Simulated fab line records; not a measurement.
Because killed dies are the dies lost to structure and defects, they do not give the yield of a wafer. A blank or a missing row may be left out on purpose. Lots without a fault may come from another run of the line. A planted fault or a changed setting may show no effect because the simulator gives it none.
Which tool did it?    flow n5 finfet    Sampling: 6 lots, 16 wafers, 8 of 1938 route steps

WHAT THE GAUGES READ, wafer by wafer
N5_BEOL_M10_OCD_MEAS_38.
lot   measured      on      trench depth nm (nm)
L614  day 11 01:19  ocd-01  151.8 147.3 151.7
L617  day 11 15:13  ocd-01  147.9 148.1 148.3
L626  day 13 12:07  ocd-02  148.2 128.5
L629  day 14 19:13  ocd-02  147.2 129.1
L631  day 15 14:41  ocd-02  146.1 149.9 149.5
L636  day 17 01:38  ocd-02  152.3 146.3 151.5

N5_BEOL_M10_THK_MEAS_53: measures by xrf.
lot   measured      on             M10_THK (nm)
L614  day 11 03:20  film metro-01  142.2 137.2 142.2
L617  day 11 21:34  film metro-02  137.8 139.9 140.5
L626  day 13 14:40  film metro-01  137.9 118.4
L629  day 15 00:41  film metro-01  138.0 120.2
L631  day 15 17:17  film metro-02  135.5 140.8 142.2
L636  day 17 04:41  film metro-02  145.0 137.7 145.0

N5_BEOL_M10_RS_MEAS_57: the measuring method here is four-point-probe.
lot   measured      on             M10_RS (ohm/sq)
L614  day 11 03:28  film metro-02  0.1481 0.1538 0.1482
L617  day 11 21:43  film metro-01  0.1540 0.1509 0.1505
L626  day 13 14:47  film metro-01  0.1526 0.1792
L629  day 15 00:49  film metro-02  0.1525 0.1784
L631  day 15 17:26  film metro-02  0.1551 0.1496 0.1466
L636  day 17 04:50  film metro-02  0.1450 0.1539 0.1453

N5_BEOL_M15_RC_MEAS_101.
lot   measured      on         COMB_M11 (S/m)              COMB_M12 (S/m)           COMB_M13 (S/m)           COMB_M14 (S/m)           COMB_M15 (S/m)           COMB_M5 (S/m)            COMB_M6 (S/m)            COMB_M7 (S/m)            COMB_M8 (S/m)            COMB_M9 (S/m)               COMB_M9_max_site (S/m)   SERP_M10 (ohm/um)  SERP_M10_max_site (ohm/um)  SERP_M11 (ohm/um)  SERP_M11_max_site (ohm/um)  SERP_M12 (ohm/um)  SERP_M13 (ohm/um)  SERP_M13_max_site (ohm/um)  SERP_M14 (ohm/um)  SERP_M5 (ohm/um)  SERP_M6 (ohm/um)  SERP_M7 (ohm/um)  SERP_M8 (ohm/um)  SERP_M9 (ohm/um)
L614  day 12 12:53  prober-01  1.22e-11 1.84e-11 8.1e-12   6.4e-12 4.6e-12 7.3e-12  4.8e-12 4.3e-12 3.6e-12  4e-12 3e-12 3.2e-12      3e-12 2.4e-12 2.2e-12    2.6e-11 5e-11 3.7e-11    2.1e-11 2.2e-11 3.4e-11  2.9e-11 2.9e-11 3.6e-11  1.8e-11 1.8e-11 2.8e-11  1.29e-11 1.25e-11 1.15e-11  2e-11 1.6e-11 1.4e-11    3.02 3.04 2.97     3.08 3.11 3.07              3.05 3.01 2.97     3.11 3.07 3.06              0.626 0.635 0.631  0.309 0.314 0.309  0.314 0.316 0.315           0.159 0.166 0.162  40.1 42.1 39.0    13.7 13.7 14.0    14.5 14.3 14.5    14.2 13.8 13.6    2.97 3.01 3.05
L617  day 13 05:48  prober-01  1.89e-11 1.55e-11 2.2e-11   6.9e-12 8.8e-12 7.8e-12  4.1e-12 4.6e-12 5.6e-12  4.1e-12 3.5e-12 3.4e-12  2.3e-12 3e-12 3.2e-12    4.5e-11 5e-11 3.9e-11    2e-11 3.1e-11 2.7e-11    2.5e-11 2.4e-11 3.5e-11  2.6e-11 2.4e-11 2.5e-11  1.52e-11 1.33e-11 1.36e-11  2.4e-11 2.2e-11 1.8e-11  3.07 3.00 3.09     3.11 3.18 3.18              3.06 3.07 3.07     3.11 3.28 3.10              0.627 0.636 0.636  0.310 0.308 0.313  0.312 0.311 0.315           0.157 0.158 0.154  38.2 39.8 39.9    13.8 13.9 13.0    14.5 13.8 13.9    13.9 15.0 14.3    3.17 3.23 3.22
L626  day 14 19:46  prober-01  1.45e-11 1.67e-11           9.1e-12 7.1e-12          6.9e-12 6.1e-12          3e-12 4.2e-12            3.3e-12 4.3e-12          3e-11 2.7e-11            3e-11 2e-11              3.2e-11 2.4e-11          4.1e-11 3.1e-11          1.54e-11 1.65e-11           1.9e-11 2.5e-11          3.07 3.53          3.14 3.62                   3.15 3.13          3.22 3.22                   0.655 0.640        0.321 0.306        0.326 0.309                 0.155 0.165        39.6 39.2         14.0 15.5         14.4 14.0         13.9 13.4         3.11 3.09
L629  day 16 15:41  prober-01  1.23e-11 1.33e-11           6.2e-12 6.8e-12          4.5e-12 3.8e-12          3e-12 3.1e-12            3.7e-12 3.1e-12          2.8e-11 2.4e-11          2.8e-11 2.4e-11          2.6e-11 2.2e-11          2.4e-11 2.5e-11          1.41e-11 1.81e-11           2.5e-11 2.4e-11          3.08 3.58          3.27 3.65                   3.01 2.99          3.12 3.04                   0.631 0.675        0.315 0.304        0.317 0.306                 0.163 0.154        40.7 41.4         14.0 13.9         13.4 13.6         14.8 14.7         3.12 3.13
L631  day 17 03:53  prober-02  1.45e-11 1.65e-11 1.2e-11   7.8e-12 7.8e-12 6.8e-12  4.5e-12 5.3e-12 5.4e-12  5.6e-12 5.2e-12 3e-12    3.8e-12 3.3e-12 3.8e-12  3e-11 3.7e-11 3.3e-11    2.7e-11 1.8e-11 3.7e-11  2.9e-11 2.3e-11 2.6e-11  2.7e-11 3.3e-11 2.1e-11  1.68e-11 1.42e-11 1.75e-11  2.5e-11 1.6e-11 2.5e-11  3.11 3.01 2.92     3.22 3.06 3.01              3.10 2.91 3.04     3.15 2.96 3.21              0.619 0.611 0.623  0.307 0.311 0.322  0.309 0.314 0.326           0.158 0.157 0.157  38.2 38.5 39.0    14.7 14.2 13.9    14.0 14.3 13.8    13.3 14.3 14.1    3.08 3.03 3.02
L636  day 18 14:25  prober-02  1.17e-11 1.63e-11 1.41e-11  8.2e-12 7.2e-12 8e-12    6.7e-12 4.6e-12 5.6e-12  6.3e-12 5.8e-12 4.5e-12  3.1e-12 2.9e-12 3.7e-12  3.4e-11 5.3e-11 3.3e-11  2.6e-11 2.9e-11 1.7e-11  2.1e-11 2.8e-11 2.5e-11  2.2e-11 2.6e-11 2.3e-11  1.48e-11 2.11e-11 1.93e-11  2.2e-11 2.5e-11 2.5e-11  2.90 2.97 2.91     3.02 3.19 2.98              3.02 3.05 3.07     3.20 3.10 3.14              0.626 0.601 0.648  0.313 0.311 0.310  0.319 0.314 0.315           0.158 0.162 0.161  39.1 37.8 39.7    14.3 13.5 13.8    15.1 14.9 14.2    13.8 13.5 13.7    3.09 3.03 2.99

WHICH TOOL RAN EACH LOT (tool, then ch and the chambers of the sampled wafers, then the start)
lot   N5_BEOL_M10_STRIP_67                N5_BEOL_M10_ETCH_66                 N5_BEOL_M10_TRENCH_ETCH_37          N5_BEOL_M10_ETCH_41
L614  rie diel-01 ch 0,2,3, day 10 23:08  rie diel-05 ch 0,2, day 11 00:54    rie diel-05 ch 0,2, day 11 01:08    rie diel-05 ch 0,2, day 11 01:19 or earlier
L617  rie diel-01 ch 0,1,3, day 11 13:08  rie diel-05 ch 1,3, day 11 14:49    rie diel-05 ch 1,3, day 11 15:02    rie diel-05 ch 1,3, day 11 15:13 or earlier
L626  rie diel-01 ch 1,2, day 13 10:49    rie diel-05 ch 0,3, day 13 11:42    rie diel-05 ch 0,3, day 13 11:56    rie diel-05 ch 0,3, day 13 12:07 or earlier
L629  rie diel-01 ch 2, day 14 17:40      rie diel-05 ch 0,1, day 14 18:48    rie diel-05 ch 0,1, day 14 19:02    rie diel-05 ch 0,1, day 14 19:13 or earlier
L631  rie diel-01 ch 0,2, day 15 12:31    rie diel-01 ch 1,2, day 15 14:17    rie diel-01 ch 1,2, day 15 14:30    rie diel-01 ch 1,2, day 15 14:41 or earlier
L636  rie diel-06 ch 2,3, day 16 20:36    rie diel-05 ch 1,2,3, day 17 01:13  rie diel-05 ch 1,2,3, day 17 01:26  rie diel-05 ch 1,2,3, day 17 01:38 or earlier
- N5_BEOL_M10_STRIP_67: strips in CF4.
- N5_BEOL_M10_ETCH_66: etches SOC in N2/H2, target depth 120 nm, overetch 24 nm, time 180 s.
- N5_BEOL_M10_TRENCH_ETCH_37: etches SiCOH lowk in C4F6/O2, target depth 148.83 nm, time 48 s.
- N5_BEOL_M10_ETCH_41: etches SiCN in CH3F/O2, target depth 42.6 nm, time 86 s.

AS READ BY THE TOOLS THEMSELVES (means over the sampled wafers that have a number; for cases with no such wafer, the mark the record gives instead)
N5_BEOL_M10_STRIP_67.
lot   tool         drypump motor current A (A)  oes product au (a.u.)  rf vpp V (V)  showerhead plenum p Torr (Torr)  throttle valve pct (%)
L614  rie diel-01  5.5                          0.85                   270.1         1.77                             13.37
L617  rie diel-01  5.1                          0.81                   271.6         1.76                             13.51
L626  rie diel-01  5.8                          0.75                   271.0         1.79                             13.46
L629  rie diel-01  6.4                          0.77                   270.8         1.80                             13.30
L631  rie diel-01  5.9                          0.77                   270.9         1.78                             13.48
L636  rie diel-06  5.9                          0.86                   273.2         1.89                             13.39

N5_BEOL_M10_ETCH_66.
lot   tool         drypump motor current A (A)  n2 flow sccm (sccm)  oes product au (a.u.)  rf vpp V (V)  run length s (s)  showerhead plenum p Torr (Torr)  throttle valve pct (%)
L614  rie diel-05  5.7                          201.0                0.74                   524.1         203.5             2.56                             17.52
L617  rie diel-05  5.9                          199.7                0.71                   524.0         203.5             2.53                             17.73
L626  rie diel-05  6.2                          199.6                0.61                   524.4         202.9             2.54                             17.91
L629  rie diel-05  5.9                          200.2                0.70                   522.6         203.1             2.47                             17.56
L631  rie diel-01  5.9                          199.8                0.60                   524.0         203.1             2.53                             17.53
L636  rie diel-05  5.8                          200.0                0.70                   523.8         203.5             2.55                             17.69

N5_BEOL_M10_TRENCH_ETCH_37.
lot   tool         drypump motor current A (A)  oes product au (a.u.)  rf vpp V (V)  run length s (s)  showerhead plenum p Torr (Torr)  throttle valve pct (%)
L614  rie diel-05  5.7                          0.92                   675           71.2              2.87                             20.58
L617  rie diel-05  5.9                          0.88                   669           71.1              2.85                             20.95
L626  rie diel-05  6.1                          0.75                   664           67.9              2.85                             21.03
L629  rie diel-05  5.9                          0.85                   662           68.2              2.79                             20.73
L631  rie diel-01  6.0                          0.74                   661           71.1              2.85                             20.74
L636  rie diel-05  5.8                          0.88                   673           71.3              2.86                             20.84

N5_BEOL_M10_ETCH_41.
lot   tool         drypump motor current A (A)  oes product au (a.u.)  rf vpp V (V)  run length s (s)  showerhead plenum p Torr (Torr)  throttle valve pct (%)
L614  rie diel-05  5.7                          0.91                   296.8         109.5             2.02                             15.93
L617  rie diel-05  5.9                          0.88                   296.9         109.2             2.00                             16.29
L626  rie diel-05  6.1                          0.76                   296.6         109.2             2.00                             16.42
L629  rie diel-05  5.9                          0.85                   296.4         109.0             1.95                             16.11
L631  rie diel-01  6.0                          0.75                   297.1         109.1             2.00                             16.16
L636  rie diel-05  5.8                          0.89                   297.2         109.4             2.01                             16.17

THE ANSWER, worked out from the rows above alone
Rule: what is usual is taken from the lots themselves. The widest of any qualifying gaps counts: lots, ordered by their means at a reading, are off when they make up no more than a third of the lots, leave a main group of 4 or more, and stand apart from it by 3 or more times the standard deviation of that group's means. If all means in a main group match to the digits the tables above print for the reading, that group is not used. A lot without any number at a reading at which 4 lots or more have one is off too. The other lots that the step has rows for count as sound. First the gauges in route order, then the tools' own readings, where a lot's mean is used as printed above. At the first step where some lot is off, the reading lying furthest off is the one used; lots without a number count as furthest.
Off: L626, L629, at N5_BEOL_M10_OCD_MEAS_38 (trench depth nm). The main group: mean 149.2 nm, standard deviation 0.94.
A tool fits if, at a process step before that reading, it ran every lot that is off, and no sound lot after the first of them. Not tried: the gauges at N5_BEOL_M10_OCD_MEAS_38; whatever is off there is also off at N5_BEOL_M10_THK_MEAS_53, on other tools, and gauge error can't account for it. N5_BEOL_M10_ETCH_41 gives no start for some lots, so the hours and the order of its lots are those of N5_BEOL_M10_OCD_MEAS_38. No candidate that was tried fits.

WHAT THE SIMULATOR HAD INSERTED
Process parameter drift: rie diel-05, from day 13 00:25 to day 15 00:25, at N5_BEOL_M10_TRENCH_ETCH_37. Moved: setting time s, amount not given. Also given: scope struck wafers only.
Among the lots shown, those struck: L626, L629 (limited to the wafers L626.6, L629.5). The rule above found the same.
